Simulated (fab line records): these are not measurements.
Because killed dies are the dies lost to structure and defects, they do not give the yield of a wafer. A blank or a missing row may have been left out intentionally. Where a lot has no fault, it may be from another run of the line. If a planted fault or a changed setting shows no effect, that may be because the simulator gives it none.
Which of the tools did it?	flow nand_harc	Sampling: 24 lots, 72 wafers, 3 of 1302 route steps

## WHAT THE GAUGES READ, wafer by wafer
NHARC_P_STI_CD_MEAS_09 targets a cd of 200 nm.
lot	measured	on	cd_nm (nm)
L074	day 2 20:39	cd_sem-03	207 209 209
L075	day 3 05:42	cd_sem-03	201 197 200
L076	day 3 14:22	cd_sem-02	207 208 204
L077	day 4 02:44	cd_sem-03	206 208 204
L078	day 4 14:00	cd_sem-01	203 207 208
L079	day 5 00:12	cd_sem-03	204 201 208
L080	day 5 05:46	cd_sem-01	206 204 206
L081	day 5 21:58	cd_sem-02	202 201 201
L082	day 6 03:34	cd_sem-01	202 204 199
L083	day 6 14:32	cd_sem-02	206 206 198
L084	day 6 22:33	cd_sem-02	201 209 204
L085	day 7 10:07	cd_sem-01	202 206 206
L086	day 7 18:22	cd_sem-01	200 199 198
L087	day 8 05:58	cd_sem-01	209 203 205
L088	day 8 16:31	cd_sem-03	204 197 202
L089	day 9 01:22	cd_sem-02	201 196 202
L090	day 9 11:19	cd_sem-03	196 197 208
L091	day 9 20:51	cd_sem-03	209 200 195
L092	day 10 08:55	cd_sem-03	202 209 203
L093	day 10 20:04	cd_sem-02	197 201 200
L094	day 11 04:08	cd_sem-03	205 203 210
L095	day 11 15:11	cd_sem-02	198 195 197
L096	day 11 22:11	cd_sem-03	206 198 203
L097	day 12 13:31	cd_sem-03	202 205 206

NHARC_P_STI_OCD_MEAS_43.
lot	measured	on	trench_depth_nm (nm)	trench_foot_cd_nm (nm)
L074	day 2 22:00	ocd-02	297 288 304	166 168 167
L075	day 3 07:00	ocd-02	296 289 301	160 156 157
L076	day 3 15:39	ocd-01	289 313 302	167 164 162
L077	day 4 04:01	ocd-02	283 291 301	166 167 162
L078	day 4 15:17	ocd-02	299 304 302	161 165 166
L079	day 5 01:29	ocd-02	288 298 294	164 159 167
L080	day 5 07:10	ocd-01	298 302 296	165 162 164
L081	day 5 23:16	ocd-02	304 297 303	160 159 159
L082	day 6 04:51	ocd-02	301 299 297	160 162 158
L083	day 6 15:50	ocd-02	302 296 285	164 164 158
L084	day 6 23:50	ocd-02	302 303 303	160 167 161
L085	day 7 11:25	ocd-01	296 307 299	160 163 164
L086	day 7 19:46	ocd-02	304 295 292	157 157 157
L087	day 8 07:17	ocd-01	299 294 303	167 162 163
L088	day 8 17:48	ocd-02	290 299 294	164 156 161
L089	day 9 02:40	ocd-01	294 292 293	160 155 161
L090	day 9 12:36	ocd-02	296 292 293	154 156 166
L091	day 9 22:10	ocd-02	296 307 296	168 158 154
L092	day 10 10:13	ocd-02	302 304 294	160 167 163
L093	day 10 21:22	ocd-01	302 304 300	155 158 158
L094	day 11 05:26	ocd-02	292 302 299	165 160 167
L095	day 11 16:29	ocd-02	301 306 300	156 152 155
L096	day 11 23:31	ocd-02	301 298 296	164 157 161
L097	day 12 14:50	ocd-02	301 301 298	160 163 164

NHARC_P_GATE_CD_MEAS_11 targets a cd of 1640 nm.
lot	measured	on	cd_nm (nm)
L074	day 4 06:30	cd_sem-03	1641.3 1639.5 1644.5
L075	day 4 18:59	cd_sem-03	1636.0 1639.7 1640.6
L076	day 5 02:32	cd_sem-03	1639.6 1639.3 1642.0
L077	day 5 15:35	cd_sem-03	1645.0 1641.6 1640.1
L078	day 6 02:05	cd_sem-01	1641.0 1639.2 1643.3
L079	day 6 17:02	cd_sem-02	1644.1 1642.3 1644.8
L080	day 6 17:04	cd_sem-03	1642.4 1643.3 1641.8
L081	day 7 16:17	cd_sem-01	1645.2 1640.4 1639.4
L082	day 7 16:08	cd_sem-02	1640.2 1640.2 1641.0
L083	day 8 03:55	cd_sem-01	1639.2 1641.3 1644.1
L084	day 8 09:44	cd_sem-03	1638.1 1641.0 1643.2
L085	day 8 21:05	cd_sem-02	1643.1 1641.0 1639.6
L086	day 9 06:39	cd_sem-02	1644.8 1641.1 1640.4
L087	day 10 08:31	cd_sem-03	1640.2 1642.0 1637.3
L088	day 10 08:40	cd_sem-02	1642.0 1644.9 1643.0
L089	day 10 13:07	cd_sem-03	1641.2 1643.4 1641.7
L090	day 10 23:23	cd_sem-02	1641.0 1642.7 1643.9
L091	day 11 10:34	cd_sem-03	1640.6 1637.1 1642.6
L092	day 11 23:10	cd_sem-03	1640.5 1637.8 1641.4
L093	day 12 12:59	cd_sem-01	1640.8 1640.4 1639.9
L094	day 12 18:33	cd_sem-03	1642.8 1636.4 1639.1
L095	day 13 05:02	cd_sem-03	1637.0 1640.8 1642.5
L096	day 13 12:28	cd_sem-02	1641.0 1638.3 1640.1
L097	day 14 01:18	cd_sem-03	1635.7 1640.5 1641.8

## TOOL THAT RAN EACH LOT (tool first, then ch and the chambers of the sampled wafers, then the start)
There is no process step in the record ahead of these readings.

## WHAT THE TOOLS THEMSELVES READ (means of the sampled wafers that have a number; where no wafer has one, the mark that the record gives instead)
The record holds no such reading with a usual standard deviation.

## THE ANSWER, worked out from the rows above alone
Rule: the usual values come from the lots themselves. The widest of any qualifying gaps counts: lots, ordered by their means at a reading, are off when they make up no more than a third of the lots, leave a main group of 4 or more, and stand apart from it by 3 or more times the standard deviation of that group's means. Not used: any main group whose means are identical at the precision the tables above print for the reading. Also off: a lot with no number at a reading for which 4 or more lots have one. The other lots that the step has rows for count as sound. After the gauges, taken in route order, come the tools' own readings; for these a lot's mean is taken, as printed above. The first step at which some lot is off is used, and at that step the reading that is off furthest; a lot without a number counts as furthest.
No lot is off at any reading shown: from this, nothing can be told.

## WHAT THE SIMULATOR HAD PUT IN
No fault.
